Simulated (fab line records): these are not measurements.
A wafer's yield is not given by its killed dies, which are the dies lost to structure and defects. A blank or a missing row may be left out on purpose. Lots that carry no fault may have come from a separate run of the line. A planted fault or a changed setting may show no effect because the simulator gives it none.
Split-lot experiment | flow n5Finfet | on a route of 1938 steps: 7 lots, 21 wafers read

ABOUT THE SPLIT
At N5_BEOL_M7_COAT_59 (time 60 s, resist thk 100 nm), the setting spinRpm was moved away from the recipe's 1500 rpm on 7 of the 21 wafers read, by -10.9% to +9.4%. All remaining wafers had this setting at the recipe value.

The reading comes from the split's own step.

THE READING
SOC_of_BEOL_M7_COAT_59.thkNm (the simulator's own value, which no gauge read), in nm, at N5_BEOL_M7_COAT_59 (time 60 s, resist thk 100 nm). There is no usual value for it anywhere in the file. The 14 wafers here that ran the recipe average 100.0 nm, standard deviation 0.27 nm.

wafer  | tool, chamber at the split | spinRpm as run, rpm | against the recipe | SOC_of_BEOL_M7_COAT_59.thkNm, nm | against lot-mates on the recipe
L076.2 | lithoTrack-02, 0           | 1500                | recipe             | 100.2                            | -
L076.4 | lithoTrack-02, 0           | 1641                | +9.4%              | 96                               | -4.1
L076.5 | lithoTrack-02, 0           | 1500                | recipe             | 100                              | -
L082.1 | lithoTrack-05, 0           | 1500                | recipe             | 100                              | -
L082.2 | lithoTrack-05, 0           | 1500                | recipe             | 100                              | -
L082.3 | lithoTrack-05, 0           | 1500                | recipe             | 100.2                            | -
L086.2 | lithoTrack-02, 0           | 1500                | recipe             | 99.4                             | -
L086.5 | lithoTrack-02, 0           | 1445                | -3.7%              | 101.4                            | +2.0
L086.6 | lithoTrack-02, 0           | 1445                | -3.7%              | 101.6                            | +2.2
L088.4 | lithoTrack-02, 0           | 1336                | -10.9%             | 105.6                            | +6.0
L088.6 | lithoTrack-02, 0           | 1336                | -10.9%             | 105.6                            | +6.0
L088.5 | lithoTrack-02, 0           | 1500                | recipe             | 99.6                             | -
L087.2 | lithoTrack-02, 0           | 1500                | recipe             | 99.8                             | -
L087.3 | lithoTrack-02, 0           | 1500                | recipe             | 99.6                             | -
L087.6 | lithoTrack-02, 0           | 1500                | recipe             | 100                              | -
L089.1 | lithoTrack-05, 0           | 1450                | -3.3%              | 101.8                            | +1.6
L089.5 | lithoTrack-05, 0           | 1500                | recipe             | 100.2                            | -
L089.6 | lithoTrack-05, 0           | 1500                | recipe             | 100.2                            | -
L091.3 | lithoTrack-04, 0           | 1578                | +5.2%              | 97.6                             | -2.5
L091.4 | lithoTrack-04, 0           | 1500                | recipe             | 99.8                             | -
L091.5 | lithoTrack-04, 0           | 1500                | recipe             | 100.4                            | -

THE FIT
A straight line over all 21 wafers: SOC_of_BEOL_M7_COAT_59.thkNm changes by -0.482 nm for each +1% of spinRpm; r = -0.99; the points scatter about the line by 0.31 nm.
The same after taking each lot's own level away (the mean of its wafers on the recipe; 21 wafers): -0.514 nm for each +1%; r = -0.99; scatter 0.24 nm.
That fit puts the effect of the largest move of spinRpm on the reading at 5.6 nm.
The span of the lots' own levels, 99.40 to 100.20 nm, comes to 2.9 times the standard deviation stated above.
Hence the lot-to-lot level has little effect on the slope; both slopes agree.
Check: with one of the wafers moved furthest among these (-10.9%) left out of the fit, the line predicts +5.58 nm for it against its lot-mates. It came out at +6 nm against them.

OTHER SPLITS APPLIED TO THESE WAFERS
Note: prior to the reading, these wafers also went through further splits. Each is held against what the fit with the lots' levels taken away leaves over:
other split on the same wafers | wafers away from the commonest value | r with SOC_of_BEOL_M7_COAT_59.thkNm (lot level and that fit taken away)
N5_BEOL_M5_ILD_DEP_00 timeS    | 4                                    | +0.04
N5_BEOL_M5_EXPOSE_08 doseMj    | 9                                    | -0.05

THE FILE'S OWN FIT
SOC_of_BEOL_M7_COAT_59.thkNm changes by -0.502 nm for each +1% of spinRpm, r = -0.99.
